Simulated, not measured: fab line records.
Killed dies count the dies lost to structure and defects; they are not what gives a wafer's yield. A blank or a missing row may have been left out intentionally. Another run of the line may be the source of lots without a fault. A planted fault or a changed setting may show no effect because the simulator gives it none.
Comparing a struck lot with a sound one    flow n5-finfet    23 out of 1938 route steps
Sound: the wafers L219.1, L219.5, L219.6. Struck: wafers L202.1, L202.4 (left out: L202.2, a lot-mate that was not struck); the cause follows at the end.
At each step with rows: each side's tool, then ch and its chambers, then its first start. Under that, the readings that differ: sound wafers    struck wafers    difference of the means    sigmas: that difference in standard deviations of wafers without a fault.
alike: words and numbers the same on both sides, and readings whose means are apart by under 2 such deviations; not compared: readings that were withheld, readings missing a value for some wafer, numbers with overlapping values and no deviation given by the record, and bounds like >300 which may hide the same value.
The two part at a step that has a row with sigmas, a row that says differs or no value, or rows on one side only. Numbers that don't overlap but have no deviation are shown without sigmas and don't part them. A reading that every wafer of one side lacks parts them only if that side has two wafers or more.

first, 8 steps without rows for these wafers: N5_BEOL_M1_ECD_50 (material Cu, target thk 300 nm); N5_BEOL_M1_ANNEAL_51 (time 90 s); N5_BEOL_M1_CMP_52 (polishes, stops on SiOC, t overpolish 6.8 s, target thk 40 nm); N5_BEOL_M1_PRE_CLEAN_60 (time 15 s); N5_BEOL_M1_CO_CAP_55 (material Co, precursor CCTBA/H2, target thk 2 nm, time 102.1 s); N5_BEOL_M1_PRE_CLEAN_56 (time 15 s); N5_BEOL_M1_DEP_57 (deposits SiCN from 3MS/NH3, target thk 8 nm, time 14 s); N5_BEOL_M2_ILD_DEP_00 (deposits SiOC from DEMS/O2, target thk 79 nm, time 15.3 s).
N5_BEOL_M2_PECVD_72: deposits SiO2 from TEOS/O2, target thk 16 nm, time 18 s.
  sound on pecvd-04 ch 1,2, day 11 15:32; struck on pecvd-04 ch 2, day 7 10:59
  alike: heater-power-w, showerhead-plenum-p-Torr, throttle-valve-pct
then, 10 steps without rows for these wafers: N5_BEOL_M2_HM_DEP_02 (deposits TiN, target thk 20 nm); N5_BEOL_M2_COAT_61 (time 60 s, resist thk 60 nm); N5_BEOL_M2_COAT_62 (time 60 s, resist thk 12 nm); N5_BEOL_M2_COAT_73 (time 60 s, resist thk 5 nm); N5_BEOL_M2_COAT_05 (resist thk 30 nm); N5_BEOL_M2_EBR_07; N5_BEOL_M2_SOFTBAKE_06 (time 60 s); N5_BEOL_M2_EXPOSE_08 (exposes mask M2); N5_BEOL_M2_PEB_09 (peb time 60 s); N5_BEOL_M2_DEVELOP_10 (develop time 30 s).
N5_BEOL_M2_INSPECT_13: inspects for defects (brightfield).
  sound on defect-inspect-02 at day 11 16:18; struck on defect-inspect-01 at day 7 12:20
reading           sound        struck     difference  sigmas
raw-defect-count  519 466 404  2064 1927  +1532       +19
then, 1 step without rows for these wafers: N5_BEOL_M2_DESCUM_16 (chemistry O2, time 7 s).
N5_BEOL_M4_RC_MEAS_101:
  sound on prober-01 ch 0, day 12 23:47; struck on prober-02 ch 0, day 8 20:20
  alike: DIBL_N, DIBL_P, IOFF_N, IOFF_P, ION_N, ION_P, SS_N, SS_P, VT_N, VT_P
-- here the record skips 4 days between the struck wafers' starts before and after, leaving off in module BEOL_M4 and picking up in module PASSIVATION (first step shown: number 1936 of the route) --
N5_PASSIVATION_PROBE_49:
  sound on prober-02 at day 17 11:43; struck on prober-02 at day 13 06:58
reading                   sound           struck     difference  sigmas
defect-limited-yield (%)  84.9 90.8 90.7  79.5 79.2  -9.5        -6
killed_at_M0_to_M3        57 43 43        177 166    +124        +14
killed-dies               178 109 110     242 246    +112        +7
killed-on-rim             33 9 11         32 30      +13         +3
killed-open               119 74 78       57 70      -27         -2
sort_bin_5_function (%)   8.0 5.7 5.7     11.6 12.6  +5.6        +6
sort_bin_8_speed (%)      0.34 0 0        0 0        +0          -4
sort-n-pass               998 1071 1070   938 934    -110        -6
sort-yield-pct (%)        84.6 90.8 90.7  79.5 79.2  -9.4        -6
  alike: killed_at_M4_up, killed-at-contacts, killed-at-front-end, killed-at-other, killed-short, sort_bin_6_memory

WHERE THEY PART
Earliest at N5_BEOL_M2_INSPECT_13; latest, in this record, at N5_PASSIVATION_PROBE_49.

WHY: the cause the simulator had injected
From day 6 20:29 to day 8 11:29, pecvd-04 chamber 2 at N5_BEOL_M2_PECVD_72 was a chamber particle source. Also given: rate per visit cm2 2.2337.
